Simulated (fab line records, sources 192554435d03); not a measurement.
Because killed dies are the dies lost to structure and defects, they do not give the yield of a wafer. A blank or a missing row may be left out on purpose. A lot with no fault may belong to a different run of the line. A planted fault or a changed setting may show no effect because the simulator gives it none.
Chamber matching    flow n5_finfet    3 sister chambers for N5_BEOL_M5_DEP_56 on pecvd-03
The step deposits SiCN from 3MS/NH3, target thk 8 nm, time 14 s. 16 wafers are shown with their chamber, then 8 later ones without.

== WAFERS, EACH WITH ITS CHAMBER ==
wafer   chamber  showerhead_plenum_p_Torr (Torr)  throttle_valve_pct (%)
L074.1  1        3.655                            9.4
L074.2  2        3.655                            8.7
L074.5  2        3.660                            8.7
L075.1  1        3.647                            9.3
L075.2  2        3.665                            8.6
L075.3  2        3.661                            8.4
L081.3  1        3.656                            9.6
L081.4  0        3.680                            9.2
L081.5  1        3.655                            9.4
L084.1  0        3.681                            9.0
L084.2  1        3.651                            9.4
L084.6  0        3.686                            8.9
L086.1  1        3.652                            9.5
L086.2  2        3.658                            7.9
L086.4  2        3.663                            7.9
L087.1  2        3.662                            7.7

SIGNATURES (means of the wafers above)
reading                   chamber 0  chamber 1  chamber 2  scatter within a chamber
showerhead_plenum_p_Torr  3.68233    3.65267    3.66057    0.00332
throttle_valve_pct        9.033      9.433      8.271      0.303
Rule: distance of a wafer from a chamber = root of the sum over the readings of ((wafer's reading minus chamber's mean) / reading's scatter) squared. The wafer belongs to the nearest chamber; if the next one is less than 2 further off, it can't be placed. The scatter: the root of (the sum of the squares of (reading less its chamber's mean) over the shown wafers, divided by (wafers less chambers)).

== WAFERS WITHOUT THEIR CHAMBER ==
wafer   showerhead_plenum_p_Torr (Torr)  throttle_valve_pct (%)
L087.5  3.681                            8.8
L087.6  3.652                            9.3
L089.1  3.663                            7.9
L089.3  3.673                            8.9
L089.4  3.688                            8.8
L092.2  3.659                            7.9
L092.4  3.659                            7.9
L092.6  3.649                            9.3

== CHAMBER TAKEN BY EACH ==
wafer   from the rows above      in truth
L087.5  0                        0
L087.6  1                        1
L089.1  2                        2
L089.3  can't be placed: 0 or 2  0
L089.4  0                        0
L092.2  2                        2
L092.4  2                        2
L092.6  1                        1
7 of 8 placed correctly. These rows do not allow placing 1 (true chamber among the candidates in 1). 0 placed wrongly.
